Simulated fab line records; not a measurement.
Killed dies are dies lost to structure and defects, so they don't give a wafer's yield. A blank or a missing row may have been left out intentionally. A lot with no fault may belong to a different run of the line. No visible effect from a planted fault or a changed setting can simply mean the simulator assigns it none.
Chamber matching + flow n5 finfet + 3 sister chambers for N5_BEOL_M10_DEP_56 on pecvd-04
The step deposits SiCN from 3MS/NH3, target thk 15 nm, time 26.5 s. 16 wafers are shown with their chamber, then 8 later ones without.

WAFERS PAIRED WITH THEIR CHAMBERS
| wafer  | chamber | throttle valve pct (%) | showerhead plenum p Torr (Torr) |
|--------|---------|------------------------|---------------------------------|
| L074.1 | 0       | 9.8                    | 3.648                           |
| L074.2 | 2       | 9.0                    | 3.656                           |
| L074.3 | 1       | 9.4                    | 3.659                           |
| L076.2 | 1       | 9.2                    | 3.663                           |
| L076.5 | 0       | 9.9                    | 3.644                           |
| L076.6 | 1       | 9.1                    | 3.652                           |
| L080.2 | 1       | 8.9                    | 3.655                           |
| L080.3 | 0       | 9.7                    | 3.648                           |
| L080.6 | 1       | 9.2                    | 3.659                           |
| L082.2 | 0       | 9.9                    | 3.662                           |
| L082.3 | 2       | 8.2                    | 3.649                           |
| L082.6 | 0       | 9.6                    | 3.654                           |
| L089.2 | 2       | 8.0                    | 3.659                           |
| L089.3 | 1       | 8.9                    | 3.658                           |
| L089.6 | 0       | 9.9                    | 3.646                           |
| L092.1 | 2       | 8.4                    | 3.647                           |

SIGNATURES (means of the wafers above)
| reading                  | chamber 0 | chamber 1 | chamber 2 | scatter within a chamber |
|--------------------------|-----------|-----------|-----------|--------------------------|
| throttle valve pct       | 9.800     | 9.117     | 8.400     | 0.252                    |
| showerhead plenum p Torr | 3.65033   | 3.65767   | 3.65275   | 0.00546                  |
Rule: a wafer lies at a distance from a chamber equal to the root of the sum of squares, over the readings, of (its reading less the chamber's mean, divided by the reading's scatter). The wafer belongs to the nearest chamber; if the next one is less than 2 further off, it can't be placed. The scatter: the root of (the sum of the squares of (reading less its chamber's mean) over the shown wafers, divided by (wafers less chambers)).

WAFERS WHOSE CHAMBER IS MISSING
| wafer  | throttle valve pct (%) | showerhead plenum p Torr (Torr) |
|--------|------------------------|---------------------------------|
| L092.2 | 9.8                    | 3.658                           |
| L092.4 | 10.0                   | 3.656                           |
| L097.1 | 9.9                    | 3.651                           |
| L097.2 | 9.2                    | 3.659                           |
| L097.3 | 8.1                    | 3.659                           |
| L097.4 | 8.6                    | 3.659                           |
| L097.5 | 10.0                   | 3.653                           |
| L097.6 | 9.1                    | 3.664                           |

WHICH CHAMBER EACH WENT THROUGH
| wafer  | from the rows above     | in truth |
|--------|-------------------------|----------|
| L092.2 | can't be placed: 0 or 1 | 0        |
| L092.4 | 0                       | 0        |
| L097.1 | 0                       | 0        |
| L097.2 | 1                       | 1        |
| L097.3 | 2                       | 2        |
| L097.4 | can't be placed: 2 or 1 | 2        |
| L097.5 | 0                       | 0        |
| L097.6 | 1                       | 1        |
Placed correctly: 6 of 8. Cannot be placed on the basis of these rows: 2; the candidates contain the true chamber in 2. Placed wrongly: 0.
